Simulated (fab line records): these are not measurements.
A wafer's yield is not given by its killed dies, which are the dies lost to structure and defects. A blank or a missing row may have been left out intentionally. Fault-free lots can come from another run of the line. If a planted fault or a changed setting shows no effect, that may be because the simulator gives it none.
fab line records	flow n5Finfet
record: lots: 14	wafers: 40	lastDay: 16
route steps=1938 shown GATE_CUT@471 PAD_METAL@1893 PASSIVATION@1905
lots with no fault: from the same line, run without faults
startH: the number of hours between the record's first day and the start of the first shown wafer of the lot	waitH: hours from the lot's prior step to this one	" identical to the entry in the row above	L1.1+2: one row covering several wafers at once	- no value, or no start was given	* or withheld: withheld	< > ~ a bound
route shown NAME@n: names a module that has steps shown in the file, with the first one's number in the route	usual: average and standard deviation across the fault-free wafers	same: alike in all rows	chamber/n: place in a boat	sites: each site's reading	_std_site: how widely they spread, as a standard deviation	_edge_site: the outer-site mean with the inner-site mean subtracted	radiusMm: for every site, how far away it sits from the centre of the wafer	mask NAME#n: copy n	behind: the last tool/chamber to shape the wafer	hold: what put the lot on hold/how long, in hours/how the hold closed	device: transistor that didn't switch, given as n, p or np	end of line: tests run on the same wafers once the route is complete	a step without rows: its recipe alone	killed: count of dies lost to structure and defects at first sort (not the wafer's yield)	map: per-die view of a wafer (x killed, . not killed, _ where there is no die)
set.NAME: the setting as run; set.NAME@STEP: as run at that earlier step	model.NAME: the simulator's own value behind a step, which no gauge read
a sample of lots followed through the steps of the route, with each step as a table and each wafer as a row
services: when a tool's chamber went out of use (startH, in hours from the record's first day, below 0 if earlier), for how many hours, and the reason
== steps ==
step: N5_GATE_CUT_PRECLEAN_31
recipe: tempC: 23	chemistry: DIW	timeS: 300
lot.wafer	tool	chamber	startH	waitH
L392.2+3+5	wetBench-05	2,7,0	79.52	0.1
L393.2+4+6	wetBench-06	5,3,4	89.60	0.1
L395.1+2+3	wetBench-05	5,0,6	100.70	0.1
L396.1+2+5	wetBench-05	3,2,4	106.59	0.1
L398.4+5+6	wetBench-05	0,6,7	116.09	0.1
L399.2+3+4	wetBench-05	0,4,3	125.32	0.1
L401.1+4+5	wetBench-05	2,4,1	134.35	0.1
L402.2+3+6	wetBench-05	4,7,1	142.15	0.1
L403.3+6	wetBench-06	1,6	148.80	0.1
L404.2+3+6	wetBench-05	2,1,3	157.69	0.1
L405.1+2+5	wetBench-06	6,2,1	158.91	0.1
L406.1+5+6	wetBench-05	1,2,7	168.23	0.1
L410.2+6	wetBench-06	1,3	185.95	0.1
L411.2+5+6	wetBench-05	7,3,2	196.51	0.1
step: N5_PASSIVATION_DEGAS_18
recipe: ambient: vacuum	tempC: 300	timeS: 60
usual: heaterPowerW: 448/38
lot.wafer	tool	chamber	startH	waitH	heaterPowerW
L392.2	pvdSputter-01	-	267.84	0.9	492
L392.3	"	-	"	"	470
L392.5	"	-	"	"	490
L393.2	pvdSputter-01	-	287.86	0.4	511
L393.4	"	-	"	"	476
L393.6	"	-	"	"	500
L395.1	pvdSputter-02	-	292.46	0.0	438
L395.2	"	-	"	"	398
L395.3	"	-	"	"	481
L396.1	pvdSputter-02	-	296.22	0.4	465
L396.2	"	-	"	"	469
L396.5	"	-	"	"	472
L398.4	pvdSputter-03	-	311.10	0.3	419
L398.5	"	-	"	"	422
L398.6	"	-	"	"	423
L399.2	pvdSputter-03	-	316.66	0.1	424
L399.3	"	-	"	"	427
L399.4	"	-	"	"	412
L402.2	pvdSputter-03	-	329.82	0.3	416
L402.3	"	-	"	"	382
L402.6	"	-	"	"	422
L401.1	pvdSputter-01	-	333.09	0.3	481
L401.4	"	-	"	"	471
L401.5	"	-	"	"	471
L403.3	pvdSputter-01	-	353.12	0.8	490
L403.6	"	-	"	"	482
L406.1	pvdSputter-03	-	353.21	0.7	413
L406.5	"	-	"	"	426
L406.6	"	-	"	"	425
L404.2	pvdSputter-02	-	358.75	0.6	462
L404.3	"	-	"	"	389
L404.6	"	-	"	"	392
L410.2	pvdSputter-01	-	362.56	0.5	499
L410.6	"	-	"	"	481
L405.1	pvdSputter-03	-	369.89	4.0	421
L405.2	"	-	"	"	412
L405.5	"	-	"	"	393
L411.2	pvdSputter-01	-	384.61	0.2	488
L411.5	"	-	"	"	478
L411.6	"	-	"	"	478
step: N5_PASSIVATION_CD_MEAS_30
recipe: targetCdNm: 4000	landingEnergyEv: 500	detector: seInlens	polarity: opening
usual: cdNm: 3999.7/1.9
lot.wafer	tool	chamber	startH	waitH	cdNm
L392.2	cdSem-02	0	268.49	-	3999.2
L392.3	"	0	"	"	3996.9
L392.5	"	0	"	"	3999.9
L393.2	cdSem-01	0	288.64	-	3999.8
L393.4	"	0	"	"	4001.7
L393.6	"	0	"	"	4000.7
L395.1	cdSem-01	0	293.23	-	3998.0
L395.2	"	0	"	"	3997.0
L395.3	"	0	"	"	3999.4
L396.1	cdSem-02	0	296.99	-	4001.9
L396.2	"	0	"	"	4002.3
L396.5	"	0	"	"	4001.7
L398.4	cdSem-01	0	311.75	-	4003.4
L398.5	"	0	"	"	4002.3
L398.6	"	0	"	"	4000.0
L399.2	cdSem-02	0	317.44	-	4000.9
L399.3	"	0	"	"	4000.9
L399.4	"	0	"	"	4001.5
L402.2	cdSem-01	0	330.60	-	4003.4
L402.3	"	0	"	"	3996.3
L402.6	"	0	"	"	3999.2
L401.1	cdSem-03	0	333.74	-	3996.6
L401.4	"	0	"	"	3997.4
L401.5	"	0	"	"	3998.8
L403.3	cdSem-01	0	353.77	-	3999.8
L403.6	"	0	"	"	4000.7
L406.1	cdSem-02	0	353.99	-	3996.8
L406.5	"	0	"	"	3996.9
L406.6	"	0	"	"	4002.4
L404.2	cdSem-02	0	359.52	-	4002.1
L404.3	"	0	"	"	4000.2
L404.6	"	0	"	"	3999.9
L410.2	cdSem-02	0	363.21	-	3999.9
L410.6	"	0	"	"	3998.9
L405.1	cdSem-02	0	370.69	-	3998.0
L405.2	"	0	"	"	3998.7
L405.5	"	0	"	"	4000.8
L411.2	cdSem-02	0	385.28	-	4000.0
L411.5	"	0	"	"	3997.9
L411.6	"	0	"	"	3999.8
step: N5_PASSIVATION_PROBE_49
usual: defectLimitedYield: 91.2/1.3	killed_at_M0_to_M3: 34/10	killed_at_M4_up: 13/4.6	killedAtContacts: 13/5.5	killedAtFrontEnd: 41/12	killedAtOther: 2.8/2.4	killedDies: 104/16	killedOnRim: 14/4.2	killedOpen: 67/12	killedShort: 33/7.2	sort_bin_4_leakage: 0.00/0.012	sort_bin_5_function: 5.1/0.86	sort_bin_6_memory: 3.3/0.62	sort_bin_8_speed: 0.00/0.014	sortNPass: 1076/16
same: grossDies: 1180	killedAtBackSide: 0
lot.wafer	tool	chamber	startH	waitH	defectLimitedYield[%]	killed_at_M0_to_M3	killed_at_M4_up	killedAtContacts	killedAtFrontEnd	killedAtOther	killedDies	killedOnRim	killedOpen	killedShort	sort_bin_4_leakage[%]	sort_bin_5_function[%]	sort_bin_6_memory[%]	sort_bin_8_speed[%]	sortNPass
L392.2	prober-01	-	273.53	0.1	90.6	37	14	16	34	10	111	13	74	34	0	5.8	3.1	0	1069
L392.3	prober-01	-	273.58	0.1	92.5	25	9	20	33	2	89	13	65	24	0	4.5	2.9	0	1091
L392.5	prober-01	-	273.68	0.2	89.4	34	20	14	57	0	125	12	88	35	0	5.8	4.7	0	1055
L393.2	prober-02	-	293.97	0.1	91.6	30	19	12	31	7	99	17	62	34	0	5.0	2.6	0	1081
L393.4	prober-02	-	294.07	0.2	91.9	27	10	11	46	1	95	18	57	33	0	4.7	3.2	0	1085
L393.6	prober-02	-	294.17	0.3	90.1	32	14	22	49	0	117	20	67	44	0	5.1	4.1	0	1063
L395.1	prober-01	-	298.87	0.0	88.5	30	19	27	58	2	136	15	100	33	0	6.9	4.2	0	1044
L395.2	prober-01	-	298.92	0.1	92.0	21	19	9	38	7	94	11	57	36	0	5.0	2.7	0	1086
L395.3	prober-01	-	298.97	0.1	92.5	20	16	8	39	6	89	11	59	28	0	4.7	2.6	0	1091
L396.1	prober-02	-	301.86	0.0	91.7	32	9	25	31	1	98	9	61	31	0	4.6	3.3	0	1082
L396.2	prober-02	-	301.91	0.1	92.6	30	7	14	36	0	87	12	56	26	0	4.2	2.9	0	1093
L396.5	prober-02	-	302.06	0.2	92.6	21	14	19	25	8	87	14	60	26	0	4.2	3.1	0	1093
L398.4	prober-01	-	317.37	0.2	91.4	35	10	7	50	0	102	15	68	30	0	4.7	3.7	0	1078
L398.5	prober-01	-	317.42	0.2	91.3	34	17	17	34	1	103	4	68	28	0	4.8	3.6	0	1077
L398.6	prober-01	-	317.47	0.3	89.8	35	15	11	56	3	120	21	89	25	0	5.7	4.4	0	1060
L399.2	prober-01	-	322.53	0.1	92.5	16	20	12	38	2	88	12	59	23	0	3.7	3.2	0	1092
L399.3	prober-01	-	322.58	0.1	90.0	45	12	30	28	3	118	20	74	36	0	6.1	3.1	0	1062
L399.4	prober-01	-	322.63	0.2	93.5	19	11	5	39	3	77	7	51	25	0	4.3	1.9	0	1103
L402.2	prober-02	-	335.66	0.1	89.2	38	19	16	52	2	127	22	92	29	0	6.4	4.0	0	1053
L402.3	prober-02	-	335.71	0.1	89.9	37	14	19	49	0	119	14	67	44	0	5.9	3.4	0	1061
L402.6	prober-02	-	335.86	0.3	90.7	33	13	21	41	2	110	14	69	41	0	6.4	2.5	0	1070
L401.1	prober-02	-	338.61	0.0	91.4	44	10	9	34	4	101	12	63	35	0	5.3	3.1	0	1079
L401.4	prober-02	-	338.76	0.2	90.8	47	22	5	32	3	109	14	79	30	0.08	5.6	3.5	0	1070
L401.5	prober-02	-	338.81	0.2	89.2	47	16	11	49	4	127	13	89	36	0.08	6.1	4.4	0	1052
L406.1	prober-02	-	358.99	0.0	79.7	34	10	11	185	0	240	29	60	34	0	11.7	4.3	0	940
L406.5	prober-02	-	359.19	0.2	79.0	28	14	4	202	0	248	16	64	30	0	12.4	3.5	0	932
L406.6	prober-02	-	359.24	0.3	81.4	23	14	12	170	1	220	37	61	27	0	10.9	3.4	0	960
L403.3	prober-01	-	360.57	1.0	91.9	42	9	20	24	0	95	16	66	28	0	4.8	3.1	0	1085
L403.6	prober-01	-	360.72	1.2	93.7	31	8	13	21	1	74	9	52	21	0	4.0	2.0	0	1106
L404.2	prober-02	-	364.58	0.1	90.5	38	10	6	56	2	112	10	69	41	0	5.6	3.4	0	1068
L404.3	prober-02	-	364.63	0.1	89.2	68	5	14	36	4	127	14	76	47	0	6.2	3.9	0	1053
L404.6	prober-02	-	364.78	0.3	90.4	36	10	20	45	2	113	16	73	36	0	6.2	3.0	0	1067
L410.2	prober-02	-	368.49	0.1	90.3	45	6	11	51	2	115	15	63	41	0	6.0	3.4	0	1065
L410.6	prober-02	-	368.69	0.3	89.9	46	18	10	38	7	119	15	72	39	0	5.9	3.8	0	1061
L405.1	prober-01	-	376.01	0.0	92.2	27	18	13	33	1	92	15	55	33	0	4.3	2.9	0	1088
L405.2	prober-01	-	376.06	0.1	94.2	16	9	5	35	4	69	7	45	17	0	3.3	2.2	0.17	1111
L405.5	prober-01	-	376.21	0.2	92.2	21	12	8	47	4	92	8	57	30	0	4.4	3.2	0	1088
L411.2	prober-01	-	390.48	0.1	82.2	25	12	5	168	0	210	40	42	34	0	10.5	2.2	0	970
L411.5	prober-01	-	390.63	0.2	79.6	32	4	10	194	1	241	29	66	31	0	13.7	3.2	0	939
L411.6	prober-01	-	390.68	0.3	80.3	36	13	7	174	3	233	13	57	23	0	13.1	3.9	0	947
killed by level:class
L392.2 BEOL_M0_SAQP:geometricParticle:open=15 MOL_CONTACT_COAG:geometricParticle:open=12 STI_FIN_REVEAL:geometricParticle:open=11 BEOL_M3:geometricParticle:open=8 FIN_SAQP:geometricParticle:open=5 BEOL_M0_SAQP:geometricParticle:short=4 PASS1_CAP:geometricParticle:open=4 STI_FIN_REVEAL:geometricParticle:short=3
L392.3 STI_FIN_REVEAL:geometricParticle:open=18 MOL_CONTACT_COAG:geometricParticle:open=15 FIN_SAQP:geometricParticle:open=5 MOL_CONTACT_COAG:geometricParticle:short=5 BEOL_M0_SAQP:geometricParticle:short=5 BEOL_M0_SAQP:geometricParticle:open=4 BEOL_M0:geometricParticle:open=4 BEOL_M3:geometricParticle:short=4
L392.5 STI_FIN_REVEAL:geometricParticle:open=19 MOL_CONTACT_COAG:geometricParticle:open=13 FIN_SAQP:geometricParticle:short=10 BEOL_M0_SAQP:geometricParticle:short=9 BEOL_M0_SAQP:geometricParticle:open=9 FIN_SAQP:geometricParticle:open=8 BEOL_M2:geometricParticle:open=7 GATE_CUT:geometricParticle:open=6
L393.2 MOL_CONTACT_COAG:geometricParticle:open=8 BEOL_M2:geometricParticle:open=8 FIN_SAQP:geometricParticle:open=7 BEOL_M4:geometricParticle:open=7 BEOL_M1:geometricParticle:open=6 STI_FIN_REVEAL:geometricParticle:open=5 BEOL_M0_SAQP:geometricParticle:short=5 MOL_CONTACT_COAG:geometricParticle:short=4
L393.4 FIN_SAQP:geometricParticle:open=17 FIN_SAQP:geometricParticle:short=12 MOL_CONTACT_COAG:geometricParticle:open=10 BEOL_M0_SAQP:geometricParticle:open=7 BEOL_M0_SAQP:geometricParticle:short=6 BEOL_M1:geometricParticle:open=5 BEOL_M2:geometricParticle:open=5 DUMMY_GATE:geometricParticle:open=4
L393.6 MOL_CONTACT_COAG:geometricParticle:open=19 FIN_SAQP:geometricParticle:short=8 BEOL_M3:geometricParticle:open=8 GATE_CUT:geometricParticle:short=7 BEOL_M0_SAQP:geometricParticle:open=7 FIN_SAQP:geometricParticle:open=6 BEOL_M0_SAQP:geometricParticle:short=6 BEOL_M4:geometricParticle:open=6
L395.1 MOL_CONTACT_COAG:geometricParticle:open=21 STI_FIN_REVEAL:geometricParticle:open=19 BEOL_M4:geometricParticle:open=12 FIN_SAQP:geometricParticle:open=10 BEOL_M3:geometricParticle:open=10 FIN_SAQP:geometricParticle:short=8 MOL_CONTACT_COAG:geometricParticle:short=6 STI_FIN_REVEAL:geometricParticle:short=5
L395.2 FIN_SAQP:geometricParticle:open=10 BEOL_M3:geometricParticle:open=7 STI_FIN_REVEAL:geometricParticle:open=7 FIN_SAQP:geometricParticle:short=6 MOL_CONTACT_COAG:geometricParticle:open=6 BEOL_M4:geometricParticle:open=6 BEOL_M4:geometricParticle:short=6 BEOL_M0_SAQP:geometricParticle:open=3
L395.3 FIN_SAQP:geometricParticle:open=12 FIN_SAQP:geometricParticle:short=11 MOL_CONTACT_COAG:geometricParticle:open=7 BEOL_M4:geometricParticle:open=7 STI_FIN_REVEAL:geometricParticle:open=5 BEOL_M3:geometricParticle:open=5 BEOL_M0:geometricParticle:open=4 BEOL_M0_SAQP:geometricParticle:short=3
L396.1 MOL_CONTACT_COAG:geometricParticle:open=16 STI_FIN_REVEAL:geometricParticle:open=9 MOL_CONTACT_COAG:geometricParticle:short=8 BEOL_M3:geometricParticle:open=7 BEOL_M2:geometricParticle:open=6 FIN_SAQP:geometricParticle:short=5 STI_FIN_REVEAL:geometricParticle:short=4 BEOL_M0_SAQP:geometricParticle:open=4
L396.2 MOL_CONTACT_COAG:geometricParticle:open=11 BEOL_M3:geometricParticle:open=11 GATE_CUT:geometricParticle:short=8 FIN_SAQP:geometricParticle:short=7 BEOL_M0_SAQP:geometricParticle:open=6 DUMMY_GATE:geometricParticle:open=5 STI_FIN_REVEAL:geometricParticle:open=4 FIN_SAQP:geometricParticle:open=3
L396.5 MOL_CONTACT_COAG:geometricParticle:open=18 FIN_SAQP:geometricParticle:short=6 BEOL_M0_SAQP:geometricParticle:short=5 BEOL_M2:geometricParticle:open=5 STI_FIN_REVEAL:geometricParticle:open=4 DUMMY_GATE:geometricParticle:open=4 BEOL_M0_SAQP:geometricParticle:open=4 BEOL_M4:geometricParticle:open=4
L398.4 STI_FIN_REVEAL:geometricParticle:open=17 BEOL_M3:geometricParticle:open=7 BEOL_M1:geometricParticle:open=7 FIN_SAQP:geometricParticle:short=6 BEOL_M0_SAQP:geometricParticle:open=6 BEOL_M2:geometricParticle:open=6 GATE_CUT:geometricParticle:short=5 FIN_SAQP:geometricParticle:open=4
L398.5 MOL_CONTACT_COAG:geometricParticle:open=14 BEOL_M0_SAQP:geometricParticle:short=9 DUMMY_GATE:geometricParticle:open=7 BEOL_M3:geometricParticle:open=7 GATE_CUT:geometricParticle:short=6 BEOL_M4:geometricParticle:open=6 BEOL_M2:geometricParticle:open=5 STI_FIN_REVEAL:geometricParticle:open=4
L398.6 DUMMY_GATE:geometricParticle:open=21 MOL_CONTACT_COAG:geometricParticle:open=10 STI_FIN_REVEAL:geometricParticle:open=9 BEOL_M0_SAQP:geometricParticle:short=7 FIN_SAQP:geometricParticle:open=6 BEOL_M0_SAQP:geometricParticle:open=6 BEOL_M3:geometricParticle:open=6 BEOL_M5:geometricParticle:open=6
L399.2 FIN_SAQP:geometricParticle:open=14 MOL_CONTACT_COAG:geometricParticle:open=11 BEOL_M4:geometricParticle:open=9 BEOL_M3:geometricParticle:open=7 FIN_SAQP:geometricParticle:short=6 STI_FIN_REVEAL:geometricParticle:open=4 DUMMY_GATE:geometricParticle:open=4 BEOL_M1:geometricParticle:short=4
L399.3 MOL_CONTACT_COAG:geometricParticle:open=22 BEOL_M3:geometricParticle:open=15 BEOL_M0_SAQP:geometricParticle:short=10 MOL_CONTACT_COAG:geometricParticle:short=7 BEOL_M2:geometricParticle:open=6 BEOL_M0_SAQP:geometricParticle:open=5 FIN_SAQP:geometricParticle:open=4 BEOL_M1:geometricParticle:open=4
L399.4 FIN_SAQP:geometricParticle:open=11 STI_FIN_REVEAL:geometricParticle:open=6 BEOL_M1:geometricParticle:open=6 BEOL_M4:geometricParticle:open=6 DUMMY_GATE:geometricParticle:open=5 MOL_CONTACT_COAG:geometricParticle:open=5 BEOL_M0_SAQP:geometricParticle:open=4 FIN_SAQP:geometricParticle:short=3
L402.2 MOL_CONTACT_COAG:geometricParticle:open=14 BEOL_M2:geometricParticle:open=11 BEOL_M4:geometricParticle:open=10 FIN_SAQP:geometricParticle:open=8 GATE_CUT:geometricParticle:open=7 BEOL_M3:geometricParticle:open=7 DUMMY_GATE:geometricParticle:open=6 GATE_CUT:geometricParticle:short=6
L402.3 MOL_CONTACT_COAG:geometricParticle:open=14 BEOL_M0_SAQP:geometricParticle:open=10 STI_FIN_REVEAL:geometricParticle:open=9 BEOL_M0_SAQP:geometricParticle:short=9 BEOL_M4:geometricParticle:open=8 HKMG_FIN:areaEtch=7 FIN_SAQP:geometricParticle:short=6 BEOL_M1:geometricParticle:short=6
L402.6 MOL_CONTACT_COAG:geometricParticle:open=15 BEOL_M3:geometricParticle:open=11 STI_FIN_REVEAL:geometricParticle:open=8 BEOL_M4:geometricParticle:open=8 BEOL_M0_SAQP:geometricParticle:short=7 FIN_SAQP:geometricParticle:open=6 GATE_CUT:geometricParticle:short=6 MOL_CONTACT_COAG:geometricParticle:short=6
L401.1 BEOL_M1:geometricParticle:open=14 STI_FIN_REVEAL:geometricParticle:open=9 BEOL_M0_SAQP:geometricParticle:short=7 BEOL_M4:geometricParticle:open=7 STARTING-WAFER:geometricParticle:short=7 BEOL_M2:geometricParticle:open=6 BEOL_M0_SAQP:geometricParticle:open=5 MOL_CONTACT_COAG:geometricParticle:open=5
L401.4 BEOL_M0_SAQP:geometricParticle:open=15 BEOL_M2:geometricParticle:open=9 STI_FIN_REVEAL:geometricParticle:open=8 BEOL_M4:geometricParticle:open=8 FIN_SAQP:geometricParticle:open=6 BEOL_M0_SAQP:geometricParticle:short=6 BEOL_M3:geometricParticle:open=6 MOL_CONTACT_COAG:geometricParticle:open=5
L401.5 BEOL_M0_SAQP:geometricParticle:open=13 STI_FIN_REVEAL:geometricParticle:open=11 BEOL_M2:geometricParticle:open=11 MOL_CONTACT_COAG:geometricParticle:open=9 FIN_SAQP:geometricParticle:short=8 BEOL_M4:geometricParticle:open=8 FIN_SAQP:geometricParticle:open=7 BEOL_M3:geometricParticle:open=7
L406.1 GATE_CUT:unspecified=144 STI_FIN_REVEAL:geometricParticle:open=8 BEOL_M1:geometricParticle:open=8 MOL_CONTACT_COAG:geometricParticle:short=6 BEOL_M0_SAQP:geometricParticle:open=6 BEOL_M2:geometricParticle:open=6 FIN_SAQP:geometricParticle:open=5 DUMMY_GATE:geometricParticle:open=5
L406.5 GATE_CUT:unspecified=153 STI_FIN_REVEAL:geometricParticle:open=10 GATE_CUT:geometricParticle:short=10 BEOL_M0_SAQP:geometricParticle:short=9 BEOL_M0_SAQP:geometricParticle:open=9 GATE_CUT:geometricParticle:open=7 BEOL_M4:geometricParticle:open=5 MOL_CONTACT_COAG:geometricParticle:open=4
L406.6 GATE_CUT:unspecified=122 BEOL_M4:geometricParticle:open=10 GATE_CUT:geometricParticle:short=9 FIN_SAQP:geometricParticle:open=8 STI_FIN_REVEAL:geometricParticle:open=8 MOL_CONTACT_COAG:geometricParticle:open=8 HKMG_FIN:areaEtch=8 BEOL_M3:geometricParticle:open=7
L403.3 MOL_CONTACT_COAG:geometricParticle:open=16 FIN_SAQP:geometricParticle:open=8 BEOL_M0_SAQP:geometricParticle:open=8 BEOL_M1:geometricParticle:open=8 BEOL_M0_SAQP:geometricParticle:short=7 STARTING-WAFER:geometricParticle:open=5 MOL_CONTACT_COAG:geometricParticle:short=4 BEOL_M1:geometricParticle:short=4
L403.6 MOL_CONTACT_COAG:geometricParticle:open=12 BEOL_M2:geometricParticle:open=10 STI_FIN_REVEAL:geometricParticle:open=7 BEOL_M3:geometricParticle:open=5 BEOL_M0_SAQP:geometricParticle:short=4 BEOL_M0_SAQP:geometricParticle:open=3 BEOL_M3:geometricParticle:short=3 BEOL_M4:geometricParticle:open=3
L404.2 STI_FIN_REVEAL:geometricParticle:open=13 GATE_CUT:geometricParticle:short=10 BEOL_M2:geometricParticle:open=9 FIN_SAQP:geometricParticle:short=8 BEOL_M3:geometricParticle:open=8 BEOL_M0_SAQP:geometricParticle:open=7 GATE_CUT:geometricParticle:open=6 BEOL_M1:geometricParticle:open=5
L404.3 BEOL_M0_SAQP:geometricParticle:short=16 BEOL_M3:geometricParticle:open=15 MOL_CONTACT_COAG:geometricParticle:open=14 BEOL_M1:geometricParticle:open=13 BEOL_M0_SAQP:geometricParticle:open=12 GATE_CUT:geometricParticle:short=10 BEOL_M1:geometricParticle:short=6 FIN_SAQP:geometricParticle:open=4
L404.6 MOL_CONTACT_COAG:geometricParticle:open=19 BEOL_M3:geometricParticle:open=12 BEOL_M0_SAQP:geometricParticle:short=9 STI_FIN_REVEAL:geometricParticle:open=7 GATE_CUT:geometricParticle:open=7 GATE_CUT:geometricParticle:short=7 BEOL_M0_SAQP:geometricParticle:open=6 FIN_SAQP:geometricParticle:short=5
L410.2 BEOL_M0_SAQP:geometricParticle:open=13 BEOL_M0_SAQP:geometricParticle:short=11 MOL_CONTACT_COAG:geometricParticle:open=10 STI_FIN_REVEAL:geometricParticle:open=8 FIN_SAQP:geometricParticle:short=7 BEOL_M1:geometricParticle:open=7 GATE_CUT:geometricParticle:short=6 STARTING-WAFER:geometricParticle:open=5
L410.6 BEOL_M0_SAQP:geometricParticle:open=12 BEOL_M0_SAQP:geometricParticle:short=9 STI_FIN_REVEAL:geometricParticle:open=8 BEOL_M1:geometricParticle:open=7 BEOL_M4:geometricParticle:open=7 DUMMY_GATE:geometricParticle:open=6 MOL_CONTACT_COAG:geometricParticle:open=6 BEOL_M2:geometricParticle:open=5
L405.1 FIN_SAQP:geometricParticle:open=17 MOL_CONTACT_COAG:geometricParticle:open=9 BEOL_M0_SAQP:geometricParticle:short=7 BEOL_M0_SAQP:geometricParticle:open=7 FIN_SAQP:geometricParticle:short=4 GATE_CUT:geometricParticle:short=4 MOL_CONTACT_COAG:geometricParticle:short=4 BEOL_M3:geometricParticle:open=3
L405.2 FIN_SAQP:geometricParticle:open=13 FIN_SAQP:geometricParticle:short=7 STARTING-WAFER:geometricParticle:open=6 MOL_CONTACT_COAG:geometricParticle:open=5 BEOL_M2:geometricParticle:open=3 STARTING-WAFER:geometricParticle:short=3 GATE_CUT:geometricParticle:open=2 BEOL_M0_SAQP:geometricParticle:open=2
L405.5 FIN_SAQP:geometricParticle:open=16 FIN_SAQP:geometricParticle:short=10 MOL_CONTACT_COAG:geometricParticle:open=7 BEOL_M2:geometricParticle:open=5 BEOL_M3:geometricParticle:open=4 FIN_CUT:geometricParticle:open=3 SPACER0:geometricParticle:short=3 GATE_CUT:geometricParticle:short=3
L411.2 GATE_CUT:unspecified=123 STI_FIN_REVEAL:geometricParticle:open=11 BEOL_M0_SAQP:geometricParticle:short=10 HKMG_FIN:areaEtch=10 FIN_SAQP:geometricParticle:short=6 FIN_SAQP:geometricParticle:open=5 MOL_CONTACT_COAG:geometricParticle:open=4 BEOL_M0_SAQP:geometricParticle:open=4
L411.5 GATE_CUT:unspecified=136 STI_FIN_REVEAL:geometricParticle:open=14 FIN_SAQP:geometricParticle:open=11 BEOL_M0_SAQP:geometricParticle:open=9 FIN_SAQP:geometricParticle:short=8 DUMMY_GATE:geometricParticle:open=6 MOL_CONTACT_COAG:geometricParticle:short=6 BEOL_M2:geometricParticle:open=6
L411.6 GATE_CUT:unspecified=151 BEOL_M0_SAQP:geometricParticle:open=9 STI_FIN_REVEAL:geometricParticle:open=6 GATE_CUT:geometricParticle:short=6 MOL_CONTACT_COAG:geometricParticle:open=6 BEOL_M0_SAQP:geometricParticle:short=6 BEOL_M0:geometricParticle:open=6 BEOL_M2:geometricParticle:open=5
== services ==
tool	chamber	startH	hours	kind
wetBench-06	-	67.58	1.9	pm
pvdSputter-01	-	94.72	1.8	repair
pvdSputter-03	-	157.71	0.7	repair
pvdSputter-02	-	366.38	0.7	repair
== key ==
firstSign: step: N5_PASSIVATION_PROBE_49	reading: killedAtFrontEnd	direction: up	sigmas: 12	usual: 41	struck: 182
effect: step: N5_PASSIVATION_PROBE_49	reading: defectLimitedYield	direction: down	sigmas: 8.2	usual: 91.2	struck: 80.3
moreKillsBornAt: N5_GATE_CUT_PRECLEAN_31@wetBench-05: 829
metAt N5_GATE_CUT_PRECLEAN_31
struckLots L406,L411
baselineLoss: step: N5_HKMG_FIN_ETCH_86	wafers: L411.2
notActingAt N5_PASSIVATION_DEGAS_18,N5_PASSIVATION_CD_MEAS_30
onsetBetween 157.69 168.23
fault: kind: chamberParticleSource	tool: wetBench-05	chamber: -	onsetH: 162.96	steps: N5_GATE_CUT_PRECLEAN_31	ratePerVisitCm2: 1.6755	endH: 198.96
baselineLoss: these wafers lose ten dies or more at that step, a loss of the line's own and not of a fault; the sort's usual values leave them out
